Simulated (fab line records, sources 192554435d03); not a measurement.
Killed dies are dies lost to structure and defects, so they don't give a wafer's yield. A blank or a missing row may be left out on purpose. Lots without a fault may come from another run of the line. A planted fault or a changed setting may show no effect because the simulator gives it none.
fab line records | flow n5_finfet | part 1 of 2: steps 1 to 21 of 28
record lots=5 wafers=15 last_day=20
route steps=1938 shown BEOL_M1@772
lots that met no fault: from a run of the same line without faults
start_h: hours from the record's first day to the start of the lot's first wafer shown | wait_h: hours since the lot's step before | " the same as in the row above | L1.1+2: a row that stands for several wafers | - no value, or no start given | * or withheld: withheld | < > ~ a bound
route shown NAME@n: a module of which the file shows steps, and the number in the route of the first | usual: mean/standard deviation of fault-free wafers | same: alike in all rows | chamber/n: place in a boat | sites: the reading at each site | _std_site: their standard deviation | _edge_site: outer sites' mean less inner sites' | radius_mm: how far each site lies from the wafer's centre | mask NAME#n: copy n | behind: the tool/chamber that last shaped the wafer | hold: why the lot was held/for how many hours/how that ended | device: the transistor (n, p or np) that didn't switch | end of line: the same wafers' tests at the end of the route | a step without rows: its recipe alone | killed: dies lost to structure and defects at the first sort, not the wafer's yield | map: a wafer's dies, x killed, . not, _ none there
set.NAME: the setting as run; set.NAME@STEP: as run at that earlier step | model.NAME: the simulator's own value behind a step, which no gauge read
lots at some steps of the route; a table a step, a row a wafer
services: from which hour (start_h, from the record's first day; less than 0 if before it) a tool's chamber was out of use, for how many hours, and why
## steps
# step N5_BEOL_M1_STRIP_75
# recipe chemistry=N2/H2 temp_c=40 n2_flow_sccm=200 h2_flow_sccm=200 rf_frequency_hz=6e+07
# columns lot.wafer tool chamber start_h wait_h
L076.2+3+6 rie_diel-02 0,2,2 134.55 0.0
L079.2+3+5 rie_diel-03 1,0,3 150.67 0.0
L085.3+5+6 rie_diel-02 1,3,0 188.82 0.0
L093.1+2+5 rie_diel-03 0,1,2 240.95 0.0
L097.2+3+5 rie_diel-02 1,3,2 268.69 0.0
# step N5_BEOL_M1_STRIP_66
# recipe chemistry=CF4 resist=SiARC power_w=300 bias_power_w=75 pressure_mtorr=50 cf4_flow_sccm=150 rf_frequency_hz=6e+07
# usual drypump_motor_current_A=5.6/0.35 oes_product_au=0.78/0.067 rf_vpp_V=271.2/1.6 showerhead_plenum_p_Torr=1.79/0.062 throttle_valve_pct=13.60/0.21
# columns lot.wafer tool chamber start_h wait_h drypump_motor_current_A oes_product_au rf_hours_counter_h rf_vpp_V showerhead_plenum_p_Torr throttle_valve_pct
L076.2 rie_diel-02 0 134.56 0.0 5.5 0.81 87 271.1 1.74 13.35
L076.3 " 2 " " 5.5 0.74 166 271.0 1.80 13.70
L076.6 " 2 " " 5.5 0.74 - 273.1 1.80 13.68
L079.2 rie_diel-03 1 150.68 0.0 6.5 0.77 144 270.3 1.81 13.66
L079.3 " 0 " " 6.0 0.89 25 272.6 1.85 13.46
L079.5 " 3 " " 4.9 0.75 - 274.2 1.86 13.86
L085.3 rie_diel-02 1 188.83 0.0 5.4 0.83 65 273.9 1.90 13.36
L085.5 " 3 " " 5.7 0.74 - 268.4 1.70 13.77
L085.6 " 0 " " 5.5 0.80 - 269.6 1.73 13.39
L093.1 rie_diel-03 0 240.96 0.0 6.0 0.85 50 271.5 1.84 13.52
L093.2 " 1 " " 6.4 0.76 170 271.4 1.81 13.72
L093.5 " 2 " " 5.4 0.67 - 272.1 1.81 13.60
L097.2 rie_diel-02 1 268.70 0.0 5.4 0.80 91 272.5 1.89 13.42
L097.3 " 3 " " 5.7 0.72 223 268.9 1.69 13.82
L097.5 " 2 " " 5.5 0.71 - 271.5 1.79 13.76
# step N5_BEOL_M1_HM_OPEN_17
# recipe chemistry=Cl2/BCl3 target_depth_a=200 overetch_a=60 target=TiN mask_material=SOC ion_energy_ev=150 pressure_mtorr=10 icp_w=1000 bias_w=126 Cl2_flow_sccm=53.25 bcl3_flow_sccm=21.75 Ar_flow_sccm=25
# usual drypump_motor_current_A=5.67/0.14 oes_product_au=0.69/0.1 throttle_valve_pct=22.25/0.27
# columns lot.wafer tool chamber start_h wait_h drypump_motor_current_A oes_product_au rf_hours_counter_h throttle_valve_pct
L076.2 rie_metal-03 1 134.60 0.0 5.72 0.51 149 22.35
L076.3 " 1 " " 5.74 0.51 - 22.34
L076.6 " 0 " " 5.69 0.54 - 22.63
L079.2 rie_metal-01 1 150.75 0.1 5.87 0.79 4 22.46
L079.3 " 0 " " 5.74 0.79 - 22.24
L079.5 " 1 " " 5.85 0.79 - 22.47
L085.3 rie_metal-03 1 188.90 0.1 5.72 0.80 - 22.15
L085.5 " 0 " " 5.68 0.56 - 22.63
L085.6 " 1 " " 5.71 0.83 - 22.14
L093.1 rie_metal-01 0 241.01 0.0 5.75 0.77 12 22.26
L093.2 " 1 " " 5.85 0.76 9 22.47
L093.5 " 0 " " 5.77 0.78 - 22.23
L097.2 rie_metal-01 1 268.74 0.0 5.86 0.75 12 22.48
L097.3 " 1 " " 5.88 0.74 - 22.51
L097.5 " 1 " " 5.85 0.75 - 22.49
# step N5_BEOL_M1_STRIP_19
# recipe chemistry=O2 power_w=400 temp_c=40 pressure_mtorr=30 rf_frequency_hz=6e+07 bias_power_w=0 overash_fraction=0.2 o2_flow_sccm=225
# usual drypump_motor_current_A=5.62/0.3 oes_product_au=0.79/0.077 rf_vpp_V=3.7/0.5 showerhead_plenum_p_Torr=2.08/0.079 throttle_valve_pct=16.67/0.17
# columns lot.wafer tool chamber start_h wait_h drypump_motor_current_A oes_product_au rf_hours_counter_h rf_vpp_V showerhead_plenum_p_Torr throttle_valve_pct
L076.2 rie_diel-03 2 134.72 0.1 5.38 0.68 205 4.1 2.20 16.93
L076.3 " 1 " " 6.49 0.78 140 3.7 2.13 16.83
L076.6 " 3 " " 4.90 0.75 - 3.8 2.17 16.94
L079.2 rie_diel-02 0 150.87 0.1 5.52 0.81 91 3.2 2.03 16.51
L079.3 " 2 " " 5.54 0.74 171 3.1 2.10 16.77
L079.5 " 1 " " 5.45 0.87 - 4.1 2.21 16.36
L085.3 rie_diel-06 3 188.98 0.1 5.80 0.71 198 3.1 2.05 16.75
L085.5 " 0 " " 5.51 0.94 - 3.7 2.09 16.48
L085.6 " 1 " " 5.40 0.86 - 3.6 2.12 16.64
L093.1 rie_diel-02 3 241.19 0.2 5.68 0.73 213 3.3 1.96 16.73
L093.2 " 0 " " 5.53 0.80 117 2.9 2.02 16.56
L093.5 " 3 " " 5.65 0.72 - 4.3 1.96 16.74
L097.2 rie_diel-02 0 268.85 0.1 5.50 0.79 124 4.6 2.02 16.57
L097.3 " 2 " " 5.54 0.72 204 3.2 2.09 16.81
L097.5 " 2 " " 5.52 0.71 - 3.8 2.09 16.80
# step N5_BEOL_M1_CD_MEAS_18
# recipe pitch_nm=36 target_cd_nm=18
# usual cd_nm=17.7/0.42
# columns lot.wafer tool chamber start_h wait_h cd_nm
L076.2 cd_sem-02 - 134.79 0.1 17.9
L076.3 " - " " 17.9
L076.6 " - " " 17.7
L079.2 cd_sem-01 - 150.94 0.1 18.0
L079.3 " - " " 16.9
L079.5 " - " " 17.4
L085.3 cd_sem-03 - 189.06 0.1 18.2
L085.5 " - " " 17.3
L085.6 " - " " 18.3
L093.1 cd_sem-01 - 241.26 0.0 17.0
L093.2 " - " " 17.6
L093.5 " - " " 17.0
L097.2 cd_sem-02 - 268.92 0.1 17.6
L097.3 " - " " 17.8
L097.5 " - " " 17.9
# step N5_BEOL_M1_COAT_67
# recipe resist=SOC temp_c=250 time_s=60 spin_rpm=1500 resist_thk_nm=60
# columns lot.wafer tool chamber start_h wait_h
L076.2+3+6 litho_track-04 0 134.82 0.0
L079.2+3+5 litho_track-02 0 150.97 0.0
L085.3+5+6 litho_track-04 0 189.09 0.0
L093.1+2+5 litho_track-04 0 241.29 0.0
L097.2+3+5 litho_track-01 0 268.95 0.0
# step N5_BEOL_M1_COAT_68
# recipe resist=SiARC temp_c=220 time_s=60 spin_rpm=1500 resist_thk_nm=12
# columns lot.wafer tool chamber start_h wait_h
L076.2+3+6 litho_track-04 0 - -
L079.2+3+5 litho_track-02 0 - -
L085.3+5+6 litho_track-04 0 - -
L093.1+2+5 litho_track-04 0 - -
L097.2+3+5 litho_track-01 0 - -
# step N5_BEOL_M1_COAT_76
# recipe resist=underlayer temp_c=205 time_s=60 spin_rpm=1500 resist_thk_nm=5
# columns lot.wafer tool chamber start_h wait_h
L076.2+3+6 litho_track-04 0 - -
L079.2+3+5 litho_track-02 0 - -
L085.3+5+6 litho_track-04 0 - -
L093.1+2+5 litho_track-04 0 - -
L097.2+3+5 litho_track-01 0 - -
# step N5_BEOL_M1_COAT_22
# recipe resist=CAR-EUV spin_rpm=1500 resist_thk_nm=30
# columns lot.wafer tool chamber start_h wait_h
L076.2+3+6 litho_track-04 0 - -
L079.2+3+5 litho_track-02 0 - -
L085.3+5+6 litho_track-04 0 - -
L093.1+2+5 litho_track-04 0 - -
L097.2+3+5 litho_track-01 0 - -
# step N5_BEOL_M1_EBR_24
# recipe solvent=PGMEA ebr_width_mm=1.5
# columns lot.wafer tool chamber start_h wait_h
L076.2+3+6 litho_track-04 0 - -
L079.2+3+5 litho_track-02 0 - -
L085.3+5+6 litho_track-04 0 - -
L093.1+2+5 litho_track-04 0 - -
L097.2+3+5 litho_track-01 0 - -
# step N5_BEOL_M1_SOFTBAKE_23
# recipe temp_c=110 time_s=60 resist=CAR-EUV
# columns lot.wafer tool chamber start_h wait_h
L076.2+3+6 litho_track-04 0 - -
L079.2+3+5 litho_track-02 0 - -
L085.3+5+6 litho_track-04 0 - -
L093.1+2+5 litho_track-04 0 - -
L097.2+3+5 litho_track-01 0 - -
# step N5_BEOL_M1_EXPOSE_25
# recipe mask_id=V0 na=0.33 source_shape=quasar sigma_inner=0.2 sigma_outer=0.8 polarization=unpolarized defocus_nm=5 target_cd_nm=24 dose_mj=63
# usual exposure_dose_mJ_cm2=62.98/0.064
# columns lot.wafer tool chamber start_h wait_h mask exposure_dose_mJ_cm2
L076.2 euv_scanner-01 0 135.00 - V0#0 62.94
L076.3 " 0 " " V0#0 62.94
L076.6 " 0 " " V0#0 62.94
L079.2 euv_scanner-01 0 151.12 - V0#0 62.89
L079.3 " 0 " " V0#0 62.88
L079.5 " 0 " " V0#0 62.79
L085.3 euv_scanner-02 0 189.29 - V0#0 62.98
L085.5 " 0 " " V0#0 63.02
L085.6 " 0 " " V0#0 63.02
L093.1 euv_scanner-02 0 241.55 - V0#0 63.06
L093.2 " 0 " " V0#0 62.99
L093.5 " 0 " " V0#0 63.03
L097.2 euv_scanner-01 0 269.10 - V0#0 63.07
L097.3 " 0 " " V0#0 63.07
L097.5 " 0 " " V0#0 63.00
# step N5_BEOL_M1_PEB_26
# recipe peb_temp_c=100 peb_time_s=60 resist=CAR-EUV
# same peb_time_s=60
# columns lot.wafer tool chamber start_h wait_h
L076.2+3+6 litho_track-02 0 135.07 0.1
L079.2+3+5 litho_track-02 0 151.19 0.1
L085.3+5+6 litho_track-02 0 189.35 0.1
L093.1+2+5 litho_track-01 0 241.63 0.1
L097.2+3+5 litho_track-04 0 269.17 0.1
# step N5_BEOL_M1_DEVELOP_27
# recipe develop_time_s=30 developer=TMAH resist=CAR-EUV rinse_liquid=surfactant_rinse dry=air_spin dev_temp_c=23
# columns lot.wafer tool chamber start_h wait_h
L076.2+3+6 litho_track-02 0 - -
L079.2+3+5 litho_track-02 0 - -
L085.3+5+6 litho_track-02 0 - -
L093.1+2+5 litho_track-01 0 - -
L097.2+3+5 litho_track-04 0 - -
# step N5_BEOL_M1_CD_MEAS_28
# recipe landing_energy_ev=500 detector=se_inlens target_cd_y_nm=23.3
# usual cd_nm=24.02/0.26
# columns lot.wafer tool chamber start_h wait_h cd_nm
L076.2 cd_sem-03 0 135.13 - 23.66
L076.3 " 0 " " 24.10
L076.6 " 0 " " 24.13
L079.2 cd_sem-03 0 151.26 - 23.92
L079.3 " 0 " " 23.73
L079.5 " 0 " " 24.17
L085.3 cd_sem-02 0 189.42 - 24.03
L085.5 " 0 " " 24.63
L085.6 " 0 " " 24.26
L093.1 cd_sem-02 0 241.70 - 23.96
L093.2 " 0 " " 24.24
L093.5 " 0 " " 24.21
L097.2 cd_sem-01 0 269.24 - 24.01
L097.3 " 0 " " 24.19
L097.5 " 0 " " 23.90
# step N5_BEOL_M1_OVL_MEAS_29
# recipe points_per_wafer=522
# usual V0_OVL=0.5/0.66
# columns lot.wafer tool chamber start_h wait_h V0_OVL[nm]
L076.2 overlay-01 0 135.17 0.0 1.0
L076.3 " 0 " " 1.7
L076.6 " 0 " " 1.0
L079.2 overlay-02 0 151.29 0.0 0.1
L079.3 " 0 " " 0.2
L079.5 " 0 " " 0.7
L085.3 overlay-01 0 189.46 0.0 -0.2
L085.5 " 0 " " -0.5
L085.6 " 0 " " -0.5
L093.1 overlay-02 0 241.73 0.0 -0.2
L093.2 " 0 " " 1.3
L093.5 " 0 " " -0.1
L097.2 overlay-01 0 269.27 0.0 0.9
L097.3 " 0 " " 1.0
L097.5 " 0 " " 1.1
# step N5_BEOL_M1_INSPECT_30
# recipe mode=adi inspect_instrument=brightfield
# usual raw_defect_count=387/90
# columns lot.wafer tool chamber start_h wait_h raw_defect_count
L076.2 defect_inspect-01 - 135.22 0.0 408
L076.3 " - " " 438
L076.6 " - " " 379
L079.2 defect_inspect-02 - 151.34 0.0 509
L079.3 " - " " 382
L079.5 " - " " 407
L085.3 defect_inspect-02 - 189.51 0.0 344
L085.5 " - " " 315
L085.6 " - " " 450
L093.1 defect_inspect-02 - 241.79 0.1 308
L093.2 " - " " 417
L093.5 " - " " 313
L097.2 defect_inspect-01 - 269.32 0.0 323
L097.3 " - " " 260
L097.5 " - " " 285
# step N5_BEOL_M1_DESCUM_33
# recipe chemistry=O2 time_s=7 source_power_w=50 bias_power_w=20 pressure_mtorr=20 rf_frequency_hz=2.712e+07 temp_c=40 resist=CAR-EUV o2_flow_sccm=225
# usual drypump_motor_current_A=5.7/0.37 oes_product_au=0.79/0.08 rf_vpp_V=243.1/1.3 showerhead_plenum_p_Torr=2.09/0.077 throttle_valve_pct=20.47/0.18
# columns lot.wafer tool chamber start_h wait_h drypump_motor_current_A oes_product_au rf_hours_counter_h rf_vpp_V showerhead_plenum_p_Torr throttle_valve_pct
L076.2 rie_diel-03 3 135.26 0.0 5.0 0.75 165 245.6 2.17 20.71
L076.3 " 2 " " 5.4 0.68 205 245.0 2.19 20.77
L076.6 " 3 " " 4.9 0.75 - 244.4 2.17 20.72
L079.2 rie_diel-06 1 151.38 0.0 5.4 0.86 55 244.0 2.12 20.36
L079.3 " 2 " " 5.8 0.81 96 241.1 1.96 20.56
L079.5 " 1 " " 5.4 0.86 - 244.9 2.12 20.37
L085.3 rie_diel-02 3 189.54 0.0 5.7 0.74 199 241.5 1.96 20.38
L085.5 " 2 " " 5.6 0.74 - 243.4 2.09 20.47
L085.6 " 3 " " 5.7 0.74 - 242.3 1.96 20.36
L093.1 rie_diel-06 0 241.82 0.0 5.5 0.90 33 241.4 2.08 20.35
L093.2 " 2 " " 5.9 0.78 119 241.9 1.96 20.61
L093.5 " 2 " " 5.8 0.78 - 242.1 1.96 20.61
L097.2 rie_diel-02 0 269.36 0.0 5.5 0.79 124 242.7 2.02 20.32
L097.3 " 2 " " 5.5 0.72 204 242.4 2.09 20.54
L097.5 " 2 " " 5.5 0.71 - 242.4 2.09 20.54
# step N5_BEOL_M1_ETCH_77
# recipe chemistry=N2/H2 target=underlayer target_depth_a=65 mask_material=CAR-EUV time_s=5.2 ion_energy_ev=200 pressure_mtorr=30 source_w=840 bias_w=150 n2_flow_sccm=200 h2_flow_sccm=200 ends=cleared
# usual drypump_motor_current_A=5.7/0.37 etch_rf_on_time_s=5.23/0.21 n2_flow_sccm=200.0/0.62 oes_product_au=0.67/0.062 rf_vpp_V=523.4/2.9 showerhead_plenum_p_Torr=2.53/0.087 throttle_valve_pct=17.84/0.19
# columns lot.wafer tool chamber start_h wait_h drypump_motor_current_A etch_rf_on_time_s n2_flow_sccm oes_product_au rf_hours_counter_h rf_vpp_V showerhead_plenum_p_Torr throttle_valve_pct
L076.2 rie_diel-03 3 135.29 0.0 4.9 5.01 201.4 0.65 165 525.9 2.65 18.21
L076.3 " 2 " " 5.4 5.12 200.4 0.60 205 526.4 2.62 17.89
L076.6 " 3 " " 4.9 5.08 200.8 0.65 - 524.7 2.65 18.20
L079.2 rie_diel-06 1 151.41 0.0 5.4 5.29 199.8 0.73 55 524.5 2.56 17.63
L079.3 " 2 " " 5.9 5.33 199.1 0.67 96 516.6 2.37 17.91
L079.5 " 1 " " 5.4 5.24 198.3 0.73 - 524.0 2.56 17.64
L085.3 rie_diel-02 3 189.57 0.0 5.7 5.57 199.5 0.61 199 518.9 2.41 17.90
L085.5 " 2 " " 5.6 4.87 200.1 0.66 - 521.0 2.51 17.83
L085.6 " 3 " " 5.7 5.59 200.2 0.62 - 518.2 2.41 17.91
L093.1 rie_diel-06 0 241.86 0.0 5.5 5.18 199.5 0.77 33 523.2 2.49 17.55
L093.2 " 2 " " 5.9 5.46 200.8 0.66 119 518.0 2.36 17.95
L093.5 " 2 " " 5.9 5.42 199.7 0.66 - 518.9 2.36 17.96
L097.2 rie_diel-02 0 269.39 0.0 5.6 5.32 201.0 0.67 124 523.3 2.47 17.88
L097.3 " 2 " " 5.5 4.83 199.7 0.64 204 521.4 2.50 17.88
L097.5 " 2 " " 5.5 4.88 200.1 0.65 - 521.9 2.50 17.84
# step N5_BEOL_M1_ETCH_69
# recipe chemistry=CF4 target=SiARC target_depth_a=156 mask_material=CAR-EUV time_s=26 ion_energy_ev=80 pressure_mtorr=40 source_w=545 bias_w=36 Ar_flow_sccm=100 cf4_flow_sccm=100 ends=cleared
# usual drypump_motor_current_A=5.7/0.37 etch_rf_on_time_s=26.2/1 oes_product_au=0.67/0.063 rf_vpp_V=184.0/1.3 showerhead_plenum_p_Torr=2.14/0.072 throttle_valve_pct=15.61/0.19
# columns lot.wafer tool chamber start_h wait_h drypump_motor_current_A etch_rf_on_time_s oes_product_au rf_hours_counter_h rf_vpp_V showerhead_plenum_p_Torr throttle_valve_pct
L076.2 rie_diel-03 3 135.31 0.0 4.9 25.7 0.65 165 186.2 2.22 15.88
L076.3 " 2 " " 5.4 25.9 0.60 205 185.0 2.19 15.61
L076.6 " 3 " " 4.9 25.6 0.65 - 184.4 2.22 15.89
L079.2 rie_diel-06 1 151.43 0.0 5.4 26.6 0.73 55 183.8 2.18 15.61
L079.3 " 2 " " 5.9 26.4 0.68 96 180.9 2.00 15.59
L079.5 " 1 " " 5.4 26.4 0.73 - 184.9 2.18 15.61
L085.3 rie_diel-02 3 189.59 0.0 5.7 27.8 0.61 199 183.8 2.03 15.74
L085.5 " 2 " " 5.5 24.3 0.66 - 184.9 2.14 15.73
L085.6 " 3 " " 5.7 27.7 0.62 - 183.5 2.03 15.74
L093.1 rie_diel-06 0 241.87 0.0 5.5 25.9 0.78 33 183.9 2.09 15.21
L093.2 " 2 " " 5.8 27.2 0.65 119 181.2 1.99 15.64
L093.5 " 2 " " 5.8 26.9 0.66 - 183.2 1.99 15.66
L097.2 rie_diel-02 0 269.41 0.0 5.6 26.4 0.67 124 183.9 2.06 15.45
L097.3 " 2 " " 5.5 24.6 0.64 204 184.6 2.13 15.77
L097.5 " 2 " " 5.5 24.6 0.64 - 183.3 2.13 15.76
# step N5_BEOL_M1_ALD_98
# recipe material=SiO2 target_thk_a=25 temp_c=100 ald_precursor_family=BDEAS ald_co_reactant=O2-plasma pulse_time_s=1 co_reactant_pulse_time_s=1 purge_time_s=2 co_reactant_purge_time_s=2 ald_cycles=17 pressure_torr=2
# usual heater_power_w=84/10 precursor_pulse_height_rel=1.002/0.019
# columns lot.wafer tool chamber start_h wait_h heater_power_w precursor_pulse_height_rel
L076.2 ald_sin-01 2 135.39 0.1 71 1.022
L076.3 " 0 " " 68 1.008
L076.6 " 1 " " 71 0.987
L079.2 ald_sin-03 0 151.52 0.1 72 1.001
L079.3 " 3 " " 84 1.006
L079.5 " 2 " " 90 1.038
L085.3 ald_sin-03 0 189.89 0.3 75 0.969
L085.5 " 1 " " 75 1.016
L085.6 " 2 " " 87 1.029
L093.1 ald_sin-04 1 241.96 0.1 98 1.011
L093.2 " 3 " " 97 0.951
L093.5 " 2 " " 76 0.961
L097.2 ald_sin-04 3 269.62 0.2 97 1.009
L097.3 " 0 " " 83 1.004
L097.5 " 1 " " 100 0.993
